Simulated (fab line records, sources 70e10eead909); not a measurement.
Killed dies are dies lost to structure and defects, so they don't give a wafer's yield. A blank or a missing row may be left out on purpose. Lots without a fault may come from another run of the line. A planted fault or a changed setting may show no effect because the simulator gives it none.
fab line records | flow nand_harc
record lots=6 wafers=18 last_day=32
route steps=1302 shown A_STAIRCASE@865 END@1302
lots that met no fault: from a run of the same line without faults
start_h: hours from the record's first day to the start of the lot's first wafer shown | wait_h: hours since the lot's step before | " the same as in the row above | L1.1+2: a row that stands for several wafers | - no value, or no start given | * or withheld: withheld | < > ~ a bound
route shown NAME@n: a module of which the file shows steps, and the number in the route of the first | usual: mean/standard deviation of fault-free wafers | same: alike in all rows | chamber/n: place in a boat | sites: the reading at each site | _std_site: their standard deviation | _edge_site: outer sites' mean less inner sites' | radius_mm: how far each site lies from the wafer's centre | mask NAME#n: copy n | behind: the tool/chamber that last shaped the wafer | hold: why the lot was held/for how many hours/how that ended | device: the transistor (n, p or np) that didn't switch | end of line: the same wafers' tests at the end of the route | a step without rows: its recipe alone | killed: dies lost to structure and defects at the first sort, not the wafer's yield | map: a wafer's dies, x killed, . not, _ none there
set.NAME: the setting as run; set.NAME@STEP: as run at that earlier step | model.NAME: the simulator's own value behind a step, which no gauge read
lots at some steps of the route; a table a step, a row a wafer
services: from which hour (start_h, from the record's first day; less than 0 if before it) a tool's chamber was out of use, for how many hours, and why
## steps
# step NHARC_A_STAIRCASE_PEB_439
# recipe peb_temp_c=115 peb_time_s=130
# step NHARC_A_STAIRCASE_DEVELOP_440
# recipe time_s=140
# step NHARC_A_STAIRCASE_HARDBAKE_442
# recipe temp_c=120 time_s=140
# step NHARC_A_STAIRCASE_DESCUM_443
# recipe time_s=3 o2_flow_sccm=200 ar_flow_sccm=0 bias_power_w=0 chemistry=O2
# usual drypump_motor_current_A=5.6/0.47 oes_product_au=1.003/0.018 rf_vpp_V=57.8/0.89 showerhead_plenum_p_Torr=1.93/0.11 throttle_valve_pct=11.311/0.0083
# columns lot.wafer tool chamber start_h wait_h drypump_motor_current_A oes_product_au rf_hours_counter_h rf_vpp_V showerhead_plenum_p_Torr throttle_valve_pct
L579.1 rie_diel-01 1 448.59 - 5.3 0.993 19 59.6 2.07 11.312
L579.5 " 1 " " 5.3 0.982 - 58.9 2.07 11.308
L579.4 " 2 " " 6.7 1.018 - 58.2 2.03 11.298
L583.1 rie_diel-11 1 488.71 - 4.9 0.992 12 59.1 2.07 11.329
L583.4 " 2 " " 5.9 0.979 17 56.2 1.90 11.324
L583.6 " 1 " " 4.9 0.980 - 58.5 2.07 11.312
L585.3 rie_diel-01 3 509.20 - 5.7 0.988 42 58.0 1.88 11.310
L585.1 " 1 " " 5.2 0.991 43 58.1 2.06 11.323
L585.6 " 3 " " 5.7 0.990 - 58.5 1.88 11.313
L596.1 rie_diel-06 2 624.13 - 5.6 1.010 51 57.7 1.86 11.314
L596.4 " 3 " " 5.7 1.013 40 56.6 2.06 11.314
L596.5 " 3 " " 5.7 1.015 - 57.8 2.06 11.325
L599.2 rie_diel-01 1 628.52 - 5.2 0.982 16 58.3 2.05 11.302
L599.1 " 2 " " 6.7 1.006 17 58.9 2.01 11.301
L599.4 " 3 " " 5.7 0.992 21 57.3 1.87 11.310
L600.2 rie_diel-06 3 646.54 - 5.7 1.019 49 58.8 2.06 11.312
L600.5 " 2 " " 5.6 1.017 - 58.1 1.86 11.317
L600.6 " 3 " " 5.7 1.020 - 59.4 2.06 11.312
# step NHARC_A_STAIRCASE_ETCH_444
# recipe target_depth_a=2.04e+05 time_s=6800 c4f8_flow_sccm=20 o2_flow_sccm=10 ar_flow_sccm=withheld rf_w=600 bias_w=1000 chemistry=C4F8/O2
# usual oes_product_au=0.939/0.02 rf_vpp_V=807/6.1
# columns lot.wafer tool chamber start_h wait_h oes_product_au rf_hours_counter_h rf_vpp_V
L579.1 rie_diel-01 2 448.76 0.2 0.931 18 813
L579.4 " 3 451.26 2.6 0.926 - 807
L579.5 " 1 " " 0.923 - 816
L583.1 rie_diel-11 0 489.26 0.5 0.943 18 805
L583.4 " 2 " " 0.908 18 806
L583.6 " 0 " " 0.945 - 803
L585.1 rie_diel-01 0 509.28 0.1 0.952 36 810
L585.3 " 3 510.70 1.5 0.912 43 806
L585.6 " 1 " " 0.920 - 814
L596.4 rie_diel-06 2 624.22 0.1 0.952 52 804
L596.1 " 0 " " 0.921 50 799
L596.5 " 2 " " 0.950 - 804
L599.2 rie_diel-01 2 628.60 0.1 0.934 17 811
L599.1 " 3 " " 0.923 22 805
L599.4 " 0 " " 0.933 22 809
L600.2 rie_diel-06 0 647.59 1.0 0.906 60 799
L600.5 " 2 " " 0.947 - 803
L600.6 " 3 " " 0.950 - 816
# step NHARC_A_STAIRCASE_STRIP_446
# recipe power_w=1500 temp_c=250 chemistry=O2
# usual drypump_motor_current_A=5.9/0.33 heater_power_w=332/34
# columns lot.wafer tool chamber start_h wait_h drypump_motor_current_A heater_power_w rf_hours_counter_h
L579.1 plasma_asher-02 1 454.11 0.1 5.9 355 5
L579.4 " 0 " " 5.4 359 -
L579.5 " 0 " " 5.4 365 -
L583.1 plasma_asher-01 0 493.21 0.0 6.3 339 30
L583.4 " 0 " " 6.2 349 -
L583.6 " 1 " " 6.3 273 -
L585.1 plasma_asher-02 0 513.71 0.1 5.4 372 16
L585.3 " 0 " " 5.4 367 -
L585.6 " 0 " " 5.4 358 -
L596.1 plasma_asher-02 1 628.65 0.1 5.9 346 3
L596.4 " 1 " " 5.9 349 -
L596.5 " 0 " " 5.4 368 -
L599.2 plasma_asher-02 1 632.96 0.0 5.9 338 4
L599.1 " 0 " " 5.4 366 4
L599.4 " 1 " " 5.9 341 -
L600.2 plasma_asher-02 1 651.08 0.0 5.9 330 8
L600.5 " 1 " " 5.9 347 -
L600.6 " 0 " " 5.5 375 -
# step NHARC_A_STAIRCASE_STRIP_447
# recipe time_s=900 temp_c=130 chemistry=SPM
# step NHARC_A_STAIRCASE_PRECLEAN_448
# recipe time_s=* temp_c=50 bath_age_min=0 chemistry=SC1
# step NHARC_A_STAIRCASE_SRD_449
# step NHARC_A_STAIRCASE_CMP_450
# recipe target_thk_nm=200 material=SiO2
# usual edge_zone_pressure_frac=0.999/0.0046 motor_current_A=12.7/1.3
# columns lot.wafer tool chamber start_h wait_h edge_zone_pressure_frac motor_current_A
L579.4 cmp-02 3 454.91 - 1.008 13.9
L579.1 " 1 " " 0.998 10.8
L579.5 " 3 " " 1.000 14.4
L583.1 cmp-02 3 494.02 - 1.000 12.6
L583.4 " 0 " " 0.995 13.4
L583.6 " 3 " " 0.994 13.8
L585.3 cmp-02 1 514.45 - 0.996 10.9
L585.1 " 3 " " 1.002 13.2
L585.6 " 1 " " 0.991 10.8
L596.4 cmp-01 1 629.41 - 1.006 13.4
L596.1 " 0 " " 0.993 10.5
L596.5 " 1 " " 1.008 14.1
L599.1 cmp-01 0 633.76 - 0.994 10.3
L599.4 " 2 " " 0.997 11.0
L599.2 " 3 " " 1.002 12.8
L600.2 cmp-01 2 651.87 - 1.000 10.9
L600.6 " 2 " " 0.998 11.3
L600.5 " 3 " " 1.001 13.3
# step NHARC_A_STAIRCASE_CMP_152
# usual edge_zone_pressure_frac=1.000/0.0049 motor_current_A=12.6/1.2
# columns lot.wafer tool chamber start_h wait_h edge_zone_pressure_frac motor_current_A
L579.4 cmp-02 3 454.98 0.1 1.001 13.4
L579.1 " 1 " " 0.998 10.9
L579.5 " 3 " " 0.998 13.1
L583.1 cmp-02 3 494.10 0.1 - -
L583.4 " 0 " " - -
L583.6 " 3 " " - -
L585.3 cmp-02 1 514.53 0.1 - -
L585.1 " 3 " " - -
L585.6 " 1 " " - -
L596.4 cmp-01 1 629.48 0.1 1.009 14.0
L596.1 " 0 " " 1.002 10.3
L596.5 " 1 " " 1.005 13.9
L599.1 cmp-01 0 633.83 0.1 0.998 10.3
L599.4 " 2 " " 1.000 10.6
L599.2 " 3 " " 1.003 12.7
L600.2 cmp-01 2 651.94 0.1 1.001 11.0
L600.6 " 2 " " 0.996 10.9
L600.5 " 3 " " 0.999 13.3
# step NHARC_END_SORT_01
# recipe temp_c=25
# usual killed_at_array=54/12 killed_at_other=0.7/1.1 killed_at_periphery=3.9/2.8 killed_dies=59/13 killed_open=3.4/2 killed_short=2.5/1.7
# same gross_dies=677
# columns lot.wafer tool chamber start_h wait_h hold killed_at_array killed_at_other killed_at_periphery killed_dies killed_open killed_short
L583.1 prober-02 0 622.67 2.5 await_dispo/0.7h/scrap 672 0 5 677 3 3
L583.4 prober-02 0 625.05 3.4 await_dispo/0.7h/scrap 676 0 1 677 5 8
L583.6 prober-02 0 626.63 4.0 await_dispo/0.7h/scrap 673 1 3 677 2 2
L585.1 prober-02 0 638.72 2.5 await_dispo/7.0h/scrap 675 0 2 677 5 2
L585.3 prober-02 0 640.33 3.1 await_dispo/7.0h/scrap 674 0 3 677 1 4
L585.6 prober-02 0 642.75 4.0 await_dispo/7.0h/scrap 673 0 4 677 4 2
L596.1 prober-01 0 752.28 2.5 - 49 0 5 54 9 4
L596.4 prober-01 0 754.62 3.3 - 41 0 5 46 3 1
L596.5 prober-01 0 755.40 3.6 - 48 1 13 62 8 6
L599.1 prober-01 0 769.31 2.6 - 47 0 0 47 4 0
L599.2 prober-01 0 770.12 2.9 - 46 0 1 47 4 3
L599.4 prober-01 0 771.74 3.5 - 43 0 1 44 2 2
# killed by level:class
L583.1 A_STAIRCASE:area_cmp=626 A_SLIT:chamber_film_flake=19 A_CHANNEL_HOLE_D2:chamber_film_flake=7 A_STAIRCASE:chamber_film_flake=5 A_BONDPAD:chamber_film_flake=4 A_CHANNEL_HOLE_D1:chamber_film_flake=3 A_ONON_D1:geometric_particle:open=2 A_CONTACT:chamber_film_flake=2
L583.4 A_STAIRCASE:area_cmp=622 A_SLIT:chamber_film_flake=20 A_CHANNEL_HOLE_D2:chamber_film_flake=9 A_STAIRCASE:chamber_film_flake=6 A_M0:geometric_particle:short=3 A_BONDPAD:chamber_film_flake=3 A_CONTACT:chamber_film_flake=2 A_ONON_D1:geometric_particle:open=1
L583.6 A_STAIRCASE:area_cmp=626 A_SLIT:chamber_film_flake=27 A_CHANNEL_HOLE_D2:chamber_film_flake=7 A_STAIRCASE:chamber_film_flake=5 A_CHANNEL_HOLE_D1:chamber_film_flake=2 A_BONDPAD:chamber_film_flake=2 P_CONTACT:geometric_particle:open=1 P_CONTACT:geometric_particle:short=1
L585.1 A_STAIRCASE:area_cmp=617 A_CHANNEL_HOLE_D1:chamber_film_flake=29 A_CHANNEL_HOLE_D2:chamber_film_flake=11 A_CONTACT:chamber_film_flake=4 A_ONON_D2:geometric_particle:open=2 A_CHANNEL_FILL_D1:chamber_film_flake=2 A_SLIT:chamber_film_flake=2 A_WL_FILL:chamber_film_flake=2
L585.3 A_STAIRCASE:area_cmp=613 A_CHANNEL_HOLE_D1:chamber_film_flake=26 A_CHANNEL_HOLE_D2:chamber_film_flake=16 A_STAIRCASE:chamber_film_flake=4 A_CONTACT:chamber_film_flake=4 A_SLIT:chamber_film_flake=2 A_WL_FILL:chamber_film_flake=2 A_SOURCE_PLATE:geometric_particle:short=1
L585.6 A_STAIRCASE:area_cmp=618 A_CHANNEL_HOLE_D1:chamber_film_flake=27 A_CHANNEL_HOLE_D2:chamber_film_flake=14 A_CONTACT:chamber_film_flake=5 A_STAIRCASE:chamber_film_flake=3 A_CHANNEL_FILL_D2:geometric_particle:short=2 P_BONDPAD:chamber_film_flake=2 A_SOURCE_PLATE:geometric_particle:open=1
L596.1 A_SLIT:chamber_film_flake=20 A_CHANNEL_HOLE_D1:chamber_film_flake=5 A_CONTACT:chamber_film_flake=4 A_CHANNEL_HOLE_D2:chamber_film_flake=3 A_BLC:geometric_particle:open=2 P_BONDPAD:chamber_film_flake=2 P_GATE:geometric_particle:short=1 A_ONON_D1:geometric_particle:open=1
L596.4 A_SLIT:chamber_film_flake=23 A_CHANNEL_HOLE_D1:chamber_film_flake=5 A_CONTACT:chamber_film_flake=5 P_GATE:chamber_film_flake=3 P_BONDPAD:chamber_film_flake=2 A_CHANNEL_HOLE_D2:chamber_film_flake=2 A_ONON_D1:geometric_particle:open=1 A_ONON_D1:geometric_particle:short=1
L596.5 A_SLIT:chamber_film_flake=21 A_CONTACT:chamber_film_flake=12 P_BONDPAD:chamber_film_flake=5 A_CHANNEL_HOLE_D1:chamber_film_flake=4 P_GATE:chamber_film_flake=3 P_M0:geometric_particle:open=2 A_ONON_D2:geometric_particle:short=2 A_STAIRCASE:chamber_film_flake=2
L599.1 A_CHANNEL_HOLE_D2:chamber_film_flake=24 A_SLIT:chamber_film_flake=7 A_CONTACT:chamber_film_flake=7 A_CHANNEL_FILL_D1:geometric_particle:open=2 A_STAIRCASE:chamber_film_flake=2 A_ONON_D1:geometric_particle:open=1 A_M0:geometric_particle:open=1 A_CHANNEL_HOLE_D1:chamber_film_flake=1
L599.2 A_CHANNEL_HOLE_D2:chamber_film_flake=22 A_SLIT:chamber_film_flake=10 A_WL_FILL:geometric_particle:open=4 A_CONTACT:chamber_film_flake=3 A_DECK1_JOINT:chamber_film_flake=2 A_BONDPAD:chamber_film_flake=2 P_M0:geometric_particle:short=1 A_CHANNEL_FILL_D1:geometric_particle:short=1
L599.4 A_CHANNEL_HOLE_D2:chamber_film_flake=24 A_SLIT:chamber_film_flake=9 A_CONTACT:chamber_film_flake=5 A_SOURCE_PLATE:geometric_particle:open=1 A_ONON_D1:geometric_particle:short=1 A_ONON_D2:geometric_particle:short=1 A_SGD_CUT:geometric_particle:open=1 P_GATE:chamber_film_flake=1
# map L583.1 (x killed, . not)
____________x____________
_________xxxxxxx_________
_______xxxxxxxxxxx_______
______xxxxxxxxxxxxx______
_____xxxxxxxxxxxxxxx_____
____xxxxxxxxxxxxxxxxx____
____xxxxxxxxxxxxxxxxx____
___xxxxxxxxxxxxxxxxxxx___
___xxxxxxxxxxxxxxxxxxx___
__xxxxxxxxxxxxxxxxxxxxx__
__xxxxxxxxxxxxxxxxxxxxx__
_xxxxxxxxxxxxxxxxxxxxxxx_
_xxxxxxxxxxxxxxxxxxxxxxx_
_xxxxxxxxxxxxxxxxxxxxxxx_
_xxxxxxxxxxxxxxxxxxxxxxx_
_xxxxxxxxxxxxxxxxxxxxxxx_
xxxxxxxxxxxxxxxxxxxxxxxxx
xxxxxxxxxxxxxxxxxxxxxxxxx
xxxxxxxxxxxxxxxxxxxxxxxxx
xxxxxxxxxxxxxxxxxxxxxxxxx
xxxxxxxxxxxxxxxxxxxxxxxxx
_xxxxxxxxxxxxxxxxxxxxxxx_
_xxxxxxxxxxxxxxxxxxxxxxx_
_xxxxxxxxxxxxxxxxxxxxxxx_
_xxxxxxxxxxxxxxxxxxxxxxx_
_xxxxxxxxxxxxxxxxxxxxxxx_
__xxxxxxxxxxxxxxxxxxxxx__
__xxxxxxxxxxxxxxxxxxxxx__
___xxxxxxxxxxxxxxxxxxx___
___xxxxxxxxxxxxxxxxxxx___
____xxxxxxxxxxxxxxxxx____
____xxxxxxxxxxxxxxxxx____
_____xxxxxxxxxxxxxxx_____
______xxxxxxxxxxxxx______
_______xxxxxxxxxxx_______
_________xxxxxxx_________
____________x____________
# map L585.1 (x killed, . not)
____________x____________
_________xxxxxxx_________
_______xxxxxxxxxxx_______
______xxxxxxxxxxxxx______
_____xxxxxxxxxxxxxxx_____
____xxxxxxxxxxxxxxxxx____
____xxxxxxxxxxxxxxxxx____
___xxxxxxxxxxxxxxxxxxx___
___xxxxxxxxxxxxxxxxxxx___
__xxxxxxxxxxxxxxxxxxxxx__
__xxxxxxxxxxxxxxxxxxxxx__
_xxxxxxxxxxxxxxxxxxxxxxx_
_xxxxxxxxxxxxxxxxxxxxxxx_
_xxxxxxxxxxxxxxxxxxxxxxx_
_xxxxxxxxxxxxxxxxxxxxxxx_
_xxxxxxxxxxxxxxxxxxxxxxx_
xxxxxxxxxxxxxxxxxxxxxxxxx
xxxxxxxxxxxxxxxxxxxxxxxxx
xxxxxxxxxxxxxxxxxxxxxxxxx
xxxxxxxxxxxxxxxxxxxxxxxxx
xxxxxxxxxxxxxxxxxxxxxxxxx
_xxxxxxxxxxxxxxxxxxxxxxx_
_xxxxxxxxxxxxxxxxxxxxxxx_
_xxxxxxxxxxxxxxxxxxxxxxx_
_xxxxxxxxxxxxxxxxxxxxxxx_
_xxxxxxxxxxxxxxxxxxxxxxx_
__xxxxxxxxxxxxxxxxxxxxx__
__xxxxxxxxxxxxxxxxxxxxx__
___xxxxxxxxxxxxxxxxxxx___
___xxxxxxxxxxxxxxxxxxx___
____xxxxxxxxxxxxxxxxx____
____xxxxxxxxxxxxxxxxx____
_____xxxxxxxxxxxxxxx_____
______xxxxxxxxxxxxx______
_______xxxxxxxxxxx_______
_________xxxxxxx_________
____________x____________
## services
# columns tool chamber start_h hours kind
plasma_asher-02 - 426.76 9.0 pm
cmp-02 - 428.53 4.0 pm
cmp-02 - 432.53 - consumable_replace:conditioner
cmp-02 - 432.53 - consumable_replace:pad
rie_diel-11 - 434.35 9.0 pm
rie_diel-01 0 440.14 - clean
rie_diel-01 0 441.28 19.2 repair
cmp-02 - 441.49 1.1 repair
rie_diel-01 2 464.25 5.7 repair
rie_diel-06 0 471.24 7.3 repair
cmp-01 - 479.50 4.0 pm
rie_diel-06 - 484.20 9.0 pm
cmp-01 - 490.36 1.2 repair
cmp-02 - 504.31 1.0 repair
plasma_asher-01 - 519.53 9.0 pm
cmp-02 - 525.90 1.4 repair
cmp-02 - 527.35 4.0 pm
rie_diel-01 - 559.14 9.0 pm
cmp-01 - 577.50 4.0 pm
plasma_asher-02 - 602.20 1.4 repair
plasma_asher-02 - 603.76 9.0 pm
rie_diel-11 - 611.35 9.0 pm
cmp-02 - 625.35 4.0 pm
rie_diel-01 3 649.53 15.0 repair
## key
first_sign step=NHARC_A_STAIRCASE_CMP_152 reading=tool_record direction=missing
effect step=NHARC_END_SORT_01 reading=killed_at_array direction=up sigmas=50 usual=54 struck=674
more_kills_born_at NHARC_A_STAIRCASE_CMP_152@cmp-02=3722
met_at NHARC_A_STAIRCASE_CMP_152
struck_wafers L583.1,L583.4,L583.6,L585.1,L585.3,L585.6
later_rows_left_out L583.1,L583.4,L583.6,L585.1,L585.3,L585.6
tester_left_out L583,L585
onset_between 454.98 494.10
fault kind=skipped_step_whole tool=cmp-02 chamber=- onset_h=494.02 steps=NHARC_A_STAIRCASE_CMP_152 scope=struck_lots_only
# tester_left_out: of these lots the tester's yield and bins aren't shown, on N5 and GAA mostly nor the transistor test; their killed dies are dies lost to structure and defects alone, not to doping, threshold or leakage, so they don't give the yield
# later_rows_left_out: the simulator's readings of these wafers behind a module that went badly wrong aren't trusted and aren't shown, but for the sort
